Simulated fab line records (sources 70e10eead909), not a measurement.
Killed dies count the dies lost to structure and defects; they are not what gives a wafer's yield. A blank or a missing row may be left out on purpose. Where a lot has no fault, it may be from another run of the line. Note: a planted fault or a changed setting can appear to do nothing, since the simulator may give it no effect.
Code-filled problem report in 8D (eight disciplines) form ; flow nand-harc ; the parts of the form that need people (team, actions taken, sign-off) are left out

== 1. WHAT WENT WRONG ==
At NHARC_P_CONTACT_DEVELOP_11, developer-temp-C averages 23.95 C over 6 wafers from 2 lots, while fault-free wafers read 22.98 C, standard deviation 0.11. Relative to the usual mean, that is a shift of +8.8 standard deviations.
The step: develop time 35 s.
Seen first at day 9 12:00 on litho-track-01, wafer L187.1. Wafers with a number at this step in the record: 42, from 14 lots. The rule behind "out" and "out of limits": a value lying over 4 standard deviations away from the usual mean. The rest of the wafers with a number are treated as sound.

== 2. WHAT IT IS AND WHAT IT IS NOT ==
question;is;is not
which readings at this step;developer-temp-C;-
which lots;L187, L190;L172, L173, L174, L176, L177, L179, L180, L182, L183, L184, L194, L195
which wafers of those lots;all that have a number;-
read on which tools;litho-track-01;litho-track-04, litho-track-06
when;from day 9 12:00;"up to then (30 sound wafers); but 6 sound wafers of L194, L195 came after"

== 3. THE SUSPECTS, EACH WITH WHAT RULES IT OUT ==
Counting: any tool at a process step up to the reading is kept as a suspect provided that every lot that is out went through it and no sound lot did after the first of them.
- plasma-asher-02 at NHARC_P_GATE_STRIP_95 (strips in O2): ruled out as a lasting fault. Sound lots L194, L195 ran on it after its first lot that is out, L187 (day 9 09:20).
- rtp-anneal-01 at NHARC_P_GATE_RTA_82 (time 30 s): ruled out as a lasting fault. Sound lots L194 ran on it after its first lot that is out, L187 (day 9 10:57).
- litho-track-01 at NHARC_P_CONTACT_DEVELOP_11 (develop time 35 s): kept. All lots that are out passed through it, beginning with L187 at day 9 12:00, and no sound lot followed; its final sound lot before that point was L183 at day 8 14:00. Out on those wafers are its own readings of developer-temp-C.
The count leaves litho-track-01 at NHARC_P_CONTACT_DEVELOP_11.

== 4. THE CAUSE (what the simulator had put in) ==
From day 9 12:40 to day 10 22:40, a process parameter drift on litho-track-01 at NHARC_P_CONTACT_DEVELOP_11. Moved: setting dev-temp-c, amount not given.
Counting left only this tool.

== 5. THE EFFECT CHAIN, in route order ==
One row per reading whose mean, taken over the struck wafers that have a number, lies over 3 standard deviations from the usual. Only readings for which the record gives a usual standard deviation are gone through. hours: the time from each lot's start at the first step in this table that gives one to its start at this step, as a median over the lots. sigmas: the change in usual standard deviations.
hours;step;reading;usual;on struck wafers;change;sigmas
0;NHARC_P_CONTACT_DEVELOP_11;developer-temp-C;22.98 C;23.95;+0.97;+8.8
Process steps it contains:
- NHARC_P_CONTACT_DEVELOP_11: develop time 35 s.
Later steps that measure or inspect, where all struck wafers having a row at the step show a number for every such reading and not one has moved that far: NHARC_END_SORT_01.

== 6. HOW IT WOULD HAVE BEEN CAUGHT EARLIER ==
In this record the first reading out of limits was taken at day 9 12:00.
